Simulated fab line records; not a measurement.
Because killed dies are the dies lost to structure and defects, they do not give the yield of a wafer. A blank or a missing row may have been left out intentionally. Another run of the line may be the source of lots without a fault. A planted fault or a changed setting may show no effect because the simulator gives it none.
Matching of chambers ; flow n5-finfet ; N5_BEOL_M2_DESCUM_16 on rie-diel-04 has 4 sister chambers
The step chemistry O2, time 7 s. 20 wafers are shown with their chamber, then 10 later ones without.

## WAFERS PAIRED WITH THEIR CHAMBERS
wafer;chamber;drypump-motor-current-A (A);showerhead-plenum-p-Torr (Torr);throttle-valve-pct (%)
L074.1;1;5.6;2.07;20.36
L074.2;3;5.6;1.99;20.15
L074.3;0;5.6;2.07;20.86
L075.1;3;5.6;1.99;20.16
L075.2;0;5.6;2.07;20.88
L075.4;1;5.6;2.07;20.38
L076.1;0;5.6;2.07;20.86
L076.2;1;5.6;2.07;20.37
L076.4;1;5.6;2.07;20.39
L077.1;2;6.5;2.23;20.30
L077.5;1;5.6;2.07;20.37
L077.6;0;5.6;2.07;20.88
L082.2;3;5.6;1.99;20.18
L082.5;1;5.6;2.07;20.40
L082.6;0;5.6;2.07;20.90
L091.1;2;6.5;2.22;20.35
L091.5;1;5.6;2.06;20.41
L091.6;0;5.6;2.06;20.55
L093.1;1;5.5;2.06;20.42
L093.2;2;6.5;2.22;20.34

SIGNATURES, as means of the wafers listed above
reading;chamber 0;chamber 1;chamber 2;chamber 3;scatter within a chamber
drypump-motor-current-A;5.600;5.587;6.500;5.600;0.0234
showerhead-plenum-p-Torr;2.0683;2.0675;2.2233;1.9900;0.00433
throttle-valve-pct;20.8217;20.3875;20.3300;20.1633;0.0769
Rule: distance of a wafer from a chamber = root of the sum over the readings of ((wafer's reading minus chamber's mean) / reading's scatter) squared. The wafer belongs to the nearest chamber; if the next one is less than 2 further off, it can't be placed. How the scatter is found: for the shown wafers, subtract from each reading the mean of its chamber, square and add these, divide the total by (wafers less chambers), then take the root.

## WAFERS WITHOUT THEIR CHAMBER
wafer;drypump-motor-current-A (A);showerhead-plenum-p-Torr (Torr);throttle-valve-pct (%)
L093.4;5.6;1.98;20.21
L096.1;5.6;2.06;20.43
L096.2;6.5;2.21;20.34
L096.3;5.6;1.98;20.23
L096.4;5.6;1.98;20.23
L096.5;5.6;2.06;20.44
L096.6;6.5;2.21;20.34
L097.3;5.5;2.06;20.43
L097.4;6.5;2.21;20.35
L097.5;5.6;2.06;20.44

## THE CHAMBER EACH PASSED THROUGH
wafer;from the rows above;in truth
L093.4;3;3
L096.1;1;1
L096.2;2;2
L096.3;3;3
L096.4;3;3
L096.5;1;1
L096.6;2;2
L097.3;1;1
L097.4;2;2
L097.5;1;1
10 of 10 placed correctly. Can't be placed from these rows: 0. Placed wrongly: 0.
